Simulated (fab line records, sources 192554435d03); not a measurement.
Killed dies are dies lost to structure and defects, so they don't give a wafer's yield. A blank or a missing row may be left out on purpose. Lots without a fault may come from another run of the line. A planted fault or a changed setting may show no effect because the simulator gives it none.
Chamber matching | flow n5_finfet | N5_BEOL_M4_STRIP_66 on rie_diel-06: 4 sister chambers
The step strips in CF4. 18 wafers are shown with their chamber, then 9 later ones without.

WAFERS WITH THEIR CHAMBER
wafer  | chamber | showerhead_plenum_p_Torr (Torr) | drypump_motor_current_A (A) | throttle_valve_pct (%)
L076.1 | 2       | 1.79                            | 6.9                         | 14.02
L076.3 | 3       | 1.81                            | 5.4                         | 13.37
L076.5 | 2       | 1.79                            | 6.9                         | 14.05
L075.3 | 3       | 1.81                            | 5.4                         | 13.37
L075.5 | 3       | 1.81                            | 5.4                         | 13.37
L075.6 | 2       | 1.79                            | 6.8                         | 14.05
L078.1 | 0       | 1.80                            | 5.8                         | 13.69
L078.4 | 1       | 1.74                            | 5.8                         | 13.75
L078.5 | 1       | 1.74                            | 5.8                         | 13.77
L079.2 | 0       | 1.80                            | 5.7                         | 13.70
L079.4 | 1       | 1.74                            | 5.8                         | 13.78
L079.6 | 2       | 1.79                            | 6.9                         | 14.07
L081.1 | 1       | 1.74                            | 5.7                         | 13.78
L081.2 | 3       | 1.81                            | 5.4                         | 13.42
L081.5 | 3       | 1.81                            | 5.4                         | 13.42
L086.1 | 3       | 1.80                            | 5.4                         | 13.42
L086.3 | 0       | 1.80                            | 5.8                         | 13.74
L086.4 | 1       | 1.74                            | 5.8                         | 13.81

SIGNATURES (means of the wafers above)
reading                  | chamber 0 | chamber 1 | chamber 2 | chamber 3 | scatter within a chamber
showerhead_plenum_p_Torr | 1.8000    | 1.7400    | 1.7900    | 1.8083    | 0.00244
drypump_motor_current_A  | 5.767     | 5.780     | 6.875     | 5.400     | 0.0398
throttle_valve_pct       | 13.7100   | 13.7780   | 14.0475   | 13.3950   | 0.0244
Rule: a wafer's distance from a chamber is the root of the sum, over the readings, of the square of ((its reading less the chamber's mean) divided by the reading's scatter). The wafer belongs to the nearest chamber; if the next one is less than 2 further off, it can't be placed. The scatter: the root of (the sum of the squares of (reading less its chamber's mean) over the shown wafers, divided by (wafers less chambers)).

WAFERS WITHOUT THEIR CHAMBER
wafer  | showerhead_plenum_p_Torr (Torr) | drypump_motor_current_A (A) | throttle_valve_pct (%)
L089.1 | 1.79                            | 5.8                         | 13.74
L089.4 | 1.79                            | 5.7                         | 13.74
L089.6 | 1.80                            | 5.4                         | 13.45
L092.1 | 1.78                            | 6.8                         | 14.12
L092.4 | 1.80                            | 5.4                         | 13.47
L092.5 | 1.78                            | 6.8                         | 14.13
L097.2 | 1.73                            | 5.8                         | 13.85
L097.4 | 1.79                            | 5.7                         | 13.80
L097.6 | 1.80                            | 5.5                         | 13.49

WHICH CHAMBER EACH WENT THROUGH
wafer  | from the rows above | in truth
L089.1 | 0                   | 0
L089.4 | 0                   | 0
L089.6 | 3                   | 3
L092.1 | 2                   | 2
L092.4 | 3                   | 3
L092.5 | 2                   | 2
L097.2 | 1                   | 1
L097.4 | 0                   | 0
L097.6 | 3                   | 3
Placed correctly: 9 of 9. Can't be placed from these rows: 0. Placed wrongly: 0.
